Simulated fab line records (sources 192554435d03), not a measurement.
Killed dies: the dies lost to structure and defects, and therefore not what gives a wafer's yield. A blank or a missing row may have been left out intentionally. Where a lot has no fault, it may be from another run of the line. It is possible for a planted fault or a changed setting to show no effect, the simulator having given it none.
Which tool did it?	flow n5 finfet	24 lots, 72 wafers sampled, at 6 steps of a route of 1938

== WHAT THE GAUGES READ, wafer by wafer ==
The record lacks any reading of a measuring or inspecting step that a usual standard deviation could be used to judge.

== WHICH TOOL RAN EACH LOT (tool, then ch and the chambers of the sampled wafers, then the start) ==
lot	N5_BEOL_M2_HM_OPEN_17	N5_BEOL_M2_STRIP_97	N5_BEOL_M2_SPUTTER_88	N5_BEOL_M2_ANNEAL_93	N5_BEOL_M2_ANNEAL_95	N5_BEOL_M2_CO_CAP_55
L074	rie metal-03 ch 1, day 7 03:47	rie diel-03 ch 0,1, day 7 14:14 or earlier	pvd sputter-02, day 7 14:14	pvd sputter-02, day 7 14:45	pvd sputter-02, day 7 14:58	cvd co-02 ch 0,2, day 7 16:03
L075	rie metal-02 ch 1, day 7 09:41	rie diel-04 ch 0,1,2, day 7 17:59 or earlier	pvd sputter-01, day 7 17:59	pvd sputter-01, day 7 18:30	pvd sputter-01, day 7 18:43	cvd co-02 ch 0,2, day 7 19:46
L076	rie metal-02 ch 0,1, day 7 09:56	rie diel-03 ch 0,2,3, day 7 18:38 or earlier	pvd sputter-03, day 7 18:38	pvd sputter-03, day 7 19:10	pvd sputter-03, day 7 19:23	cvd co-01 ch 0,2, day 7 20:23
L077	rie metal-02 ch 0,1, day 7 14:04	rie diel-01 ch 0,2,3, day 7 19:55 or earlier	pvd sputter-01, day 7 19:55	pvd sputter-01, day 7 20:26	pvd sputter-01, day 7 20:40	cvd co-01 ch 0,1, day 7 21:40
L078	rie metal-03 ch 1, day 7 14:04	rie diel-03 ch 1,2,3, day 7 22:26 or earlier	pvd sputter-01, day 7 22:26	pvd sputter-01, day 7 22:58	pvd sputter-01, day 7 23:11	cvd co-01 ch 0,1,2, day 8 00:11
L079	rie metal-02 ch 0,1, day 7 22:18	rie diel-01 ch 1,2,3, day 8 03:23 or earlier	pvd sputter-01, day 8 03:23	pvd sputter-01, day 8 03:54	pvd sputter-01, day 8 04:07	cvd co-02 ch 0,1, day 8 05:07
L080	rie metal-01 ch 0,1, day 8 08:34	rie diel-03 ch 0,2,3, day 8 22:17 or earlier	pvd sputter-03, day 8 22:17	pvd sputter-03, day 8 22:48	pvd sputter-03, day 8 23:01	cvd co-02 ch 0,1, day 9 00:37
L081	rie metal-02 ch 0,1, day 8 20:59	rie diel-03 ch 0,1,3, day 9 04:25 or earlier	pvd sputter-03, day 9 04:25	pvd sputter-03, day 9 04:56	pvd sputter-03, day 9 05:10	cvd co-01 ch 0,1,2, day 9 06:17
L083	rie metal-03 ch 0, day 9 00:34	rie diel-01 ch 1,2, day 9 04:19 or earlier	pvd sputter-01, day 9 04:19	pvd sputter-01, day 9 04:50	pvd sputter-01, day 9 05:04	cvd co-01 ch 0,2, day 9 06:08
L082	rie metal-01 ch 0,1, day 9 01:04	rie diel-01 ch 1,3, day 9 07:53 or earlier	pvd sputter-01, day 9 07:53	pvd sputter-01, day 9 08:24	pvd sputter-01, day 9 08:37	cvd co-02 ch 0,1, day 9 09:38
L084	rie metal-01 ch 0,1, day 9 05:26	rie diel-01 ch 0,1,3, day 10 03:21 or earlier	pvd sputter-02, day 10 03:21	pvd sputter-02, day 10 03:53	pvd sputter-02, day 10 04:07	cvd co-01 ch 0,1,2, day 10 05:24
L085	rie metal-01 ch 0,1, day 9 12:03	rie diel-01 ch 0,1, day 10 04:37 or earlier	pvd sputter-03, day 10 04:37	pvd sputter-03, day 10 05:08	pvd sputter-03, day 10 05:22	cvd co-02 ch 0,2, day 10 06:22
L086	rie metal-03 ch 0,1, day 9 21:21	rie diel-01 ch 0,1, day 10 10:53 or earlier	pvd sputter-02, day 10 10:53	pvd sputter-02, day 10 11:24	pvd sputter-02, day 10 11:37	cvd co-02 ch 0,2, day 10 12:38
L087	rie metal-02 ch 0,1, day 10 03:24	rie diel-01 ch 0,1, day 10 15:00 or earlier	pvd sputter-01, day 10 15:00	pvd sputter-01, day 10 15:31	pvd sputter-01, day 10 15:44	cvd co-02 ch 0,1,2, day 10 16:45
L090	rie metal-02 ch 0,1, day 10 10:20	rie diel-03 ch 0,2,3, day 10 17:22 or earlier	pvd sputter-03, day 10 17:22	pvd sputter-03, day 10 17:53	pvd sputter-03, day 10 18:06	cvd co-02 ch 1,2, day 10 19:06
L088	rie metal-02 ch 0,1, day 10 11:41	rie diel-01 ch 0,1, day 10 22:04 or earlier	pvd sputter-03, day 10 22:04	pvd sputter-03, day 10 22:35	pvd sputter-03, day 10 22:48	cvd co-01 ch 0,1,2, day 10 23:49
L089	rie metal-02 ch 0,1, day 10 12:28	rie diel-04 ch 2,3, day 10 22:13 or earlier	pvd sputter-02, day 10 22:13	pvd sputter-02, day 10 22:44	pvd sputter-02, day 10 22:58	cvd co-02 ch 0,2, day 10 23:58
L091	rie metal-02 ch 0,1, day 10 15:11	rie diel-04 ch 0,2, day 10 23:54 or earlier	pvd sputter-03, day 10 23:54	pvd sputter-03, day 11 00:25	pvd sputter-03, day 11 00:38	cvd co-02 ch 0,1, day 11 01:43
L092	rie metal-01 ch 0,1, day 10 21:06	rie diel-03 ch 0,1,2, day 11 17:52 or earlier	pvd sputter-02, day 11 17:52	pvd sputter-02, day 11 18:23	pvd sputter-02, day 11 18:36	cvd co-02 ch 0,1,2, day 11 19:38
L093	rie metal-01 ch 0,1, day 12 00:05	rie diel-01 ch 0,2, day 12 23:11 or earlier	pvd sputter-02, day 12 23:11	pvd sputter-02, day 12 23:43	pvd sputter-02, day 12 23:56	cvd co-01 ch 0,1,2, day 13 00:56
L094	rie metal-02 ch 0,1, day 12 03:31	rie diel-03 ch 2,3, day 13 05:07 or earlier	pvd sputter-03, day 13 05:07	pvd sputter-03, day 13 05:38	pvd sputter-03, day 13 05:51	cvd co-02 ch 0,1,2, day 13 07:03
L095	rie metal-03 ch 0,1, day 12 03:41	rie diel-04 ch 1,3, day 13 05:14 or earlier	pvd sputter-01, day 13 05:14	pvd sputter-01, day 13 05:45	pvd sputter-01, day 13 05:58	cvd co-02 ch 0,2, day 13 07:10
L097	rie metal-01 ch 0,1, day 12 04:09	rie diel-04 ch 1,3, day 13 07:59 or earlier	pvd sputter-03, day 13 07:59	pvd sputter-03, day 13 08:34	pvd sputter-03, day 13 08:49	cvd co-02 ch 1,2, day 13 09:51
L096	rie metal-02 ch 1, day 12 06:07	rie diel-04 ch 1,2,3, day 13 20:11 or earlier	pvd sputter-01, day 13 20:11	pvd sputter-01, day 13 20:42	pvd sputter-01, day 13 20:55	cvd co-01 ch 0,1, day 13 21:56
- N5_BEOL_M2_HM_OPEN_17: chemistry Cl2/BCl3, target TiN, target depth 20 nm, overetch 6 nm.
- N5_BEOL_M2_STRIP_97: strips in N2/H2, time 10 s.
- N5_BEOL_M2_SPUTTER_88: material Cu, target thk 4.5 nm, time 8.29 s.
- N5_BEOL_M2_ANNEAL_93: time 240 s.
- N5_BEOL_M2_ANNEAL_95: time 240 s.
- N5_BEOL_M2_CO_CAP_55: material Co, precursor CCTBA/H2, target thk 2 nm, time 102.1 s.

== AS READ BY THE TOOLS THEMSELVES (means over the sampled wafers that have a number; for cases with no such wafer, the mark the record gives instead) ==
N5_BEOL_M2_HM_OPEN_17. Usual: drypump motor current A 5.9 A, standard deviation 0.62; oes product au 0.68 a.u., standard deviation 0.11; throttle valve pct 22.2 %, standard deviation 0.39.
lot	tool	drypump motor current A (A)	oes product au (a.u.)	throttle valve pct (%)	flag
L074	rie metal-03	5.3	0.51	22.5	
L075	rie metal-02	6.7	0.59	22.5	
L076	rie metal-02	6.2	0.67	22.3	
L077	rie metal-02	6.2	0.67	22.3	
L078	rie metal-03	5.3	0.50	22.6	
L079	rie metal-02	6.2	0.67	22.3	
L080	rie metal-01	5.6	0.68	22.4	
L081	rie metal-02	6.2	0.67	22.3	
L083	rie metal-03	6.7	0.77	21.5	
L082	rie metal-01	5.7	0.64	22.5	
L084	rie metal-01	5.6	0.69	22.4	
L085	rie metal-01	5.7	0.64	22.5	
L086	rie metal-03	6.3	0.78	21.8	
L087	rie metal-02	5.8	0.73	22.0	
L090	rie metal-02	5.8	0.71	22.0	
L088	rie metal-02	6.2	0.65	22.3	
L089	rie metal-02	6.2	0.65	22.3	
L091	rie metal-02	6.2	0.65	22.3	
L092	rie metal-01	5.7	0.63	22.5	
L093	rie metal-01	5.7	0.62	22.6	
L094	rie metal-02	5.8	0.71	22.0	
L095	rie metal-03	5.8	0.78	22.1	
L097	rie metal-01	5.7	0.62	22.6	
L096	rie metal-02	6.7	0.57	22.5	

N5_BEOL_M2_STRIP_97. Usual: drypump motor current A 5.47 A, standard deviation 0.28; h2 flow sccm 200.0 sccm, standard deviation 0.55; oes product au 0.79 a.u., standard deviation 0.11; rf vpp V 59.0 V, standard deviation 0.95; showerhead plenum p Torr 2.53 Torr, standard deviation 0.094; throttle valve pct 23.5 %, standard deviation 0.32.
lot	tool	drypump motor current A (A)	h2 flow sccm (sccm)	oes product au (a.u.)	rf vpp V (V)	showerhead plenum p Torr (Torr)	throttle valve pct (%)	flag
L074	rie diel-03	5.83	199.6	0.88	59.1	2.61	23.4	
L075	rie diel-04	5.61	200.3	0.71	59.0	2.48	23.5	
L076	rie diel-03	5.38	200.3	0.92	58.7	2.63	23.5	
L077	rie diel-01	5.45	199.6	0.78	59.0	2.51	23.5	
L078	rie diel-03	5.43	199.9	0.82	59.3	2.63	23.8	
L079	rie diel-01	5.55	199.7	0.76	59.1	2.43	23.4	
L080	rie diel-03	5.41	200.1	0.90	59.0	2.63	23.6	
L081	rie diel-03	5.70	200.3	0.81	58.9	2.60	23.6	
L083	rie diel-01	5.68	199.9	0.70	58.6	2.40	23.5	
L082	rie diel-01	5.52	199.9	0.75	59.5	2.42	23.3	
L084	rie diel-01	5.41	200.3	0.74	58.5	2.49	23.4	
L085	rie diel-01	5.54	199.8	0.69	58.2	2.47	23.6	
L086	rie diel-01	5.44	200.1	0.69	58.9	2.54	23.7	
L087	rie diel-01	5.43	200.1	0.68	58.9	2.54	23.7	
L090	rie diel-03	5.41	200.3	0.88	60.0	2.62	23.6	
L088	rie diel-01	5.54	199.6	0.67	58.6	2.46	23.6	
L089	rie diel-04	5.35	199.4	0.87	58.6	2.50	23.2	
L091	rie diel-04	5.50	200.4	0.78	59.0	2.50	23.6	
L092	rie diel-03	5.54	199.9	0.92	59.2	2.63	23.6	
L093	rie diel-01	5.48	199.9	0.68	59.6	2.53	23.7	
L094	rie diel-03	5.27	199.6	0.83	60.0	2.60	23.7	
L095	rie diel-04	5.70	199.5	0.69	58.7	2.44	23.6	
L097	rie diel-04	5.68	199.8	0.70	59.1	2.44	23.6	
L096	rie diel-04	5.52	200.1	0.77	59.8	2.47	23.4	

N5_BEOL_M2_SPUTTER_88. Usual: chamber pressure pa 0.06998 Pa, standard deviation 0.00015; throttle valve pct 29.4 %, standard deviation 1.
lot	tool	chamber pressure pa (Pa)	throttle valve pct (%)	flag
L074	pvd sputter-02	0.07003	29.2	
L075	pvd sputter-01	0.07001	29.6	
L076	pvd sputter-03	0.07005	29.8	
L077	pvd sputter-01	0.06994	29.6	
L078	pvd sputter-01	0.07005	28.8	
L079	pvd sputter-01	0.06995	29.5	
L080	pvd sputter-03	0.06989	29.6	
L081	pvd sputter-03	0.07003	29.6	
L083	pvd sputter-01	0.07003	29.8	
L082	pvd sputter-01	0.06983	29.1	
L084	pvd sputter-02	0.07002	30.6	
L085	pvd sputter-03	0.07012	29.5	
L086	pvd sputter-02	0.06995	29.3	
L087	pvd sputter-01	0.07007	29.6	
L090	pvd sputter-03	0.07003	29.9	
L088	pvd sputter-03	0.06984	29.7	
L089	pvd sputter-02	0.07008	28.6	
L091	pvd sputter-03	0.06995	29.6	
L092	pvd sputter-02	0.06982	29.2	
L093	pvd sputter-02	0.06994	28.5	
L094	pvd sputter-03	0.06987	29.9	
L095	pvd sputter-01	0.06992	29.2	
L097	pvd sputter-03	0.06999	29.5	
L096	pvd sputter-01	0.06993	29.5	

N5_BEOL_M2_ANNEAL_93. Usual: heater power w reads 846 W (standard deviation 54).
lot	tool	heater power w (W)	flag
L074	pvd sputter-02	815	
L075	pvd sputter-01	827	
L076	pvd sputter-03	868	
L077	pvd sputter-01	843	
L078	pvd sputter-01	809	
L079	pvd sputter-01	850	
L080	pvd sputter-03	844	
L081	pvd sputter-03	815	
L083	pvd sputter-01	856	
L082	pvd sputter-01	829	
L084	pvd sputter-02	797	
L085	pvd sputter-03	856	
L086	pvd sputter-02	817	
L087	pvd sputter-01	846	
L090	pvd sputter-03	834	
L088	pvd sputter-03	831	
L089	pvd sputter-02	906	
L091	pvd sputter-03	856	
L092	pvd sputter-02	823	
L093	pvd sputter-02	884	
L094	pvd sputter-03	841	
L095	pvd sputter-01	820	
L097	pvd sputter-03	852	
L096	pvd sputter-01	843	

N5_BEOL_M2_ANNEAL_95. Usual: heater power w reads 847 W (standard deviation 53).
lot	tool	heater power w (W)	flag
L074	pvd sputter-02	820	
L075	pvd sputter-01	840	
L076	pvd sputter-03	872	
L077	pvd sputter-01	851	
L078	pvd sputter-01	824	
L079	pvd sputter-01	864	
L080	pvd sputter-03	843	
L081	pvd sputter-03	818	
L083	pvd sputter-01	863	
L082	pvd sputter-01	828	
L084	pvd sputter-02	809	
L085	pvd sputter-03	857	
L086	pvd sputter-02	807	
L087	pvd sputter-01	864	
L090	pvd sputter-03	842	
L088	pvd sputter-03	828	
L089	pvd sputter-02	892	
L091	pvd sputter-03	846	
L092	pvd sputter-02	832	
L093	pvd sputter-02	890	
L094	pvd sputter-03	828	
L095	pvd sputter-01	820	
L097	pvd sputter-03	856	
L096	pvd sputter-01	833	

N5_BEOL_M2_CO_CAP_55. Usual: heater power outer w 127 W, standard deviation 17; heater power w 247 W, standard deviation 28.
lot	tool	heater power outer w (W)	heater power w (W)	flag
L074	cvd co-02	116	239	
L075	cvd co-02	122	242	
L076	cvd co-01	116	225	
L077	cvd co-01	133	252	
L078	cvd co-01	118	232	
L079	cvd co-02	141	275	
L080	cvd co-02	136	265	
L081	cvd co-01	119	230	
L083	cvd co-01	106	206	
L082	cvd co-02	144	272	
L084	cvd co-01	120	232	
L085	cvd co-02	120	237	
L086	cvd co-02	123	247	
L087	cvd co-02	130	260	
L090	cvd co-02	124	246	
L088	cvd co-01	118	227	
L089	cvd co-02	123	248	
L091	cvd co-02	138	266	
L092	cvd co-02	130	252	
L093	cvd co-01	120	230	
L094	cvd co-02	130	256	
L095	cvd co-02	116	239	
L097	cvd co-02	138	267	
L096	cvd co-01	129	248	

== THE ANSWER, worked out from the rows above alone ==
Rule: lot off if the mean of its wafers having a number is beyond 3 standard deviations from the usual mean. A lot without any number at a reading at which 4 lots or more have one is off too. The other lots that the step has rows for count as sound. The gauges are gone through in route order, then the tools' own readings, and for those a lot's mean is taken as printed above. At the first step where some lot is off, the reading lying furthest off is the one used; lots without a number count as furthest.
No lot is off on any of the readings shown, so nothing can be concluded from this.

== WHAT THE SIMULATOR HAD INSERTED ==
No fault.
